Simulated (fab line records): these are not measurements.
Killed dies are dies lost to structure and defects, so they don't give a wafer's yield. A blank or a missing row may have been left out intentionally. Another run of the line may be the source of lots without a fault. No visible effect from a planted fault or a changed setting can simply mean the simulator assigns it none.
Lot-split experiment || flow n5Finfet || on a route of 1938 steps: 7 lots, 21 wafers read

SPLIT DETAILS
At N5_PASSIVATION_PASS_ETCH_47 (etches SiNx in CF4/O2, target depth 770 nm, time 385 s), the setting timeS was moved away from the recipe's 385 s on 7 of the 21 wafers read, by -20.4% to -6.5%. For the rest of the wafers, this setting stayed at what the recipe calls for.

Reading taken at the split's own step.

THE READING
etch.depthNm (the simulator's own value, which no gauge read), in nm, at N5_PASSIVATION_PASS_ETCH_47 (etches SiNx in CF4/O2, target depth 770 nm, time 385 s). The file does not state a usual value for it. Here, 14 wafers ran the recipe; their average is 784.0 nm with a standard deviation of 17 nm.

{"wafer": "L074.2", "tool, chamber at the split": "rieDiel-05, 2", "timeS as run, s": 346.8, "against the recipe": "-9.9%", "etch.depthNm, nm": 703.7, "against lot-mates on the recipe": -74.6}
{"wafer": "L074.3", "tool, chamber at the split": "rieDiel-05, 3", "timeS as run, s": 346.8, "against the recipe": "-9.9%", "etch.depthNm, nm": 725.5, "against lot-mates on the recipe": -52.8}
{"wafer": "L074.5", "tool, chamber at the split": "rieDiel-05, 2", "timeS as run, s": 385, "against the recipe": "recipe", "etch.depthNm, nm": 778.3, "against lot-mates on the recipe": "-"}
{"wafer": "L076.1", "tool, chamber at the split": "rieDiel-06, 1", "timeS as run, s": 359.9, "against the recipe": "-6.5%", "etch.depthNm, nm": 731.5, "against lot-mates on the recipe": -57.2}
{"wafer": "L076.4", "tool, chamber at the split": "rieDiel-06, 2", "timeS as run, s": 385, "against the recipe": "recipe", "etch.depthNm, nm": 799.3, "against lot-mates on the recipe": "-"}
{"wafer": "L076.6", "tool, chamber at the split": "rieDiel-06, 1", "timeS as run, s": 385, "against the recipe": "recipe", "etch.depthNm, nm": 778.2, "against lot-mates on the recipe": "-"}
{"wafer": "L077.1", "tool, chamber at the split": "rieDiel-05, 1", "timeS as run, s": 385, "against the recipe": "recipe", "etch.depthNm, nm": 807.1, "against lot-mates on the recipe": "-"}
{"wafer": "L077.3", "tool, chamber at the split": "rieDiel-05, 3", "timeS as run, s": 385, "against the recipe": "recipe", "etch.depthNm, nm": 814, "against lot-mates on the recipe": "-"}
{"wafer": "L077.5", "tool, chamber at the split": "rieDiel-05, 3", "timeS as run, s": 385, "against the recipe": "recipe", "etch.depthNm, nm": 814.5, "against lot-mates on the recipe": "-"}
{"wafer": "L082.2", "tool, chamber at the split": "rieDiel-04, 3", "timeS as run, s": 385, "against the recipe": "recipe", "etch.depthNm, nm": 786.9, "against lot-mates on the recipe": "-"}
{"wafer": "L082.3", "tool, chamber at the split": "rieDiel-04, 1", "timeS as run, s": 306.4, "against the recipe": "-20.4%", "etch.depthNm, nm": 626.5, "against lot-mates on the recipe": -156.5}
{"wafer": "L082.6", "tool, chamber at the split": "rieDiel-04, 3", "timeS as run, s": 385, "against the recipe": "recipe", "etch.depthNm, nm": 779.2, "against lot-mates on the recipe": "-"}
{"wafer": "L091.1", "tool, chamber at the split": "rieDiel-04, 0", "timeS as run, s": 385, "against the recipe": "recipe", "etch.depthNm, nm": 777.4, "against lot-mates on the recipe": "-"}
{"wafer": "L091.2", "tool, chamber at the split": "rieDiel-04, 3", "timeS as run, s": 385, "against the recipe": "recipe", "etch.depthNm, nm": 774.1, "against lot-mates on the recipe": "-"}
{"wafer": "L091.6", "tool, chamber at the split": "rieDiel-04, 2", "timeS as run, s": 385, "against the recipe": "recipe", "etch.depthNm, nm": 773.7, "against lot-mates on the recipe": "-"}
{"wafer": "L086.1", "tool, chamber at the split": "rieDiel-06, 1", "timeS as run, s": 385, "against the recipe": "recipe", "etch.depthNm, nm": 768.3, "against lot-mates on the recipe": "-"}
{"wafer": "L086.2", "tool, chamber at the split": "rieDiel-06, 0", "timeS as run, s": 385, "against the recipe": "recipe", "etch.depthNm, nm": 754.7, "against lot-mates on the recipe": "-"}
{"wafer": "L086.5", "tool, chamber at the split": "rieDiel-06, 1", "timeS as run, s": 385, "against the recipe": "recipe", "etch.depthNm, nm": 770.3, "against lot-mates on the recipe": "-"}
{"wafer": "L097.1", "tool, chamber at the split": "rieDiel-06, 1", "timeS as run, s": 312.5, "against the recipe": "-18.8%", "etch.depthNm, nm": 640.9, "against lot-mates on the recipe": "no lot-mate on the recipe"}
{"wafer": "L097.4", "tool, chamber at the split": "rieDiel-06, 3", "timeS as run, s": 312.5, "against the recipe": "-18.8%", "etch.depthNm, nm": 638.8, "against lot-mates on the recipe": "no lot-mate on the recipe"}
{"wafer": "L097.5", "tool, chamber at the split": "rieDiel-06, 3", "timeS as run, s": 312.5, "against the recipe": "-18.8%", "etch.depthNm, nm": 633.9, "against lot-mates on the recipe": "no lot-mate on the recipe"}

FIT RESULTS
A straight line over all 21 wafers: etch.depthNm changes by +7.69 nm for each +1% of timeS; r = +0.97; the points scatter about the line by 16 nm.
The same after taking each lot's own level away (the mean of its wafers on the recipe; 18 wafers): +7.38 nm for each +1%; r = +0.98; scatter 7.8 nm.
The reading moves by 1.5e+02 nm for the largest change in timeS, on that fit.
Across the lots, their own levels run from 764.43 to 811.87 nm, a range of 2.7 times the standard deviation given above.
So the lot-to-lot level changes the slope little: the two slopes agree.
Check: -139 nm against its lot-mates is what the line predicts for one of the wafers moved furthest among these (-20.4%) when that wafer is left out of the fit. Against them it came out at -157 nm.

FURTHER SPLITS ON THESE WAFERS
Note: prior to the reading, these wafers also went through further splits. Each is held against what the fit with the lots' levels taken away leaves over:
{"other split on the same wafers": "N5_BEOL_M14_ETCH_59 h2FlowSccm", "wafers away from the commonest value": 9, "r with etch.depthNm (lot level and that fit taken away)": "+0.16"}
{"other split on the same wafers": "N5_BEOL_M14_SPUTTER_44 timeS", "wafers away from the commonest value": 7, "r with etch.depthNm (lot level and that fit taken away)": -0.38}
{"other split on the same wafers": "N5_BEOL_M15_CMP_49 downForcePsi", "wafers away from the commonest value": 8, "r with etch.depthNm (lot level and that fit taken away)": "+0.08"}
{"other split on the same wafers": "N5_MIM_BOT_SPUTTER_00 timeS", "wafers away from the commonest value": 3, "r with etch.depthNm (lot level and that fit taken away)": "+0.13"}
{"other split on the same wafers": "N5_PASSIVATION_ETCH_15 biasW", "wafers away from the commonest value": 12, "r with etch.depthNm (lot level and that fit taken away)": -0.13}

THE FILE'S OWN FIT
etch.depthNm changes by +7.53 nm for each +1% of timeS, r = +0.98.
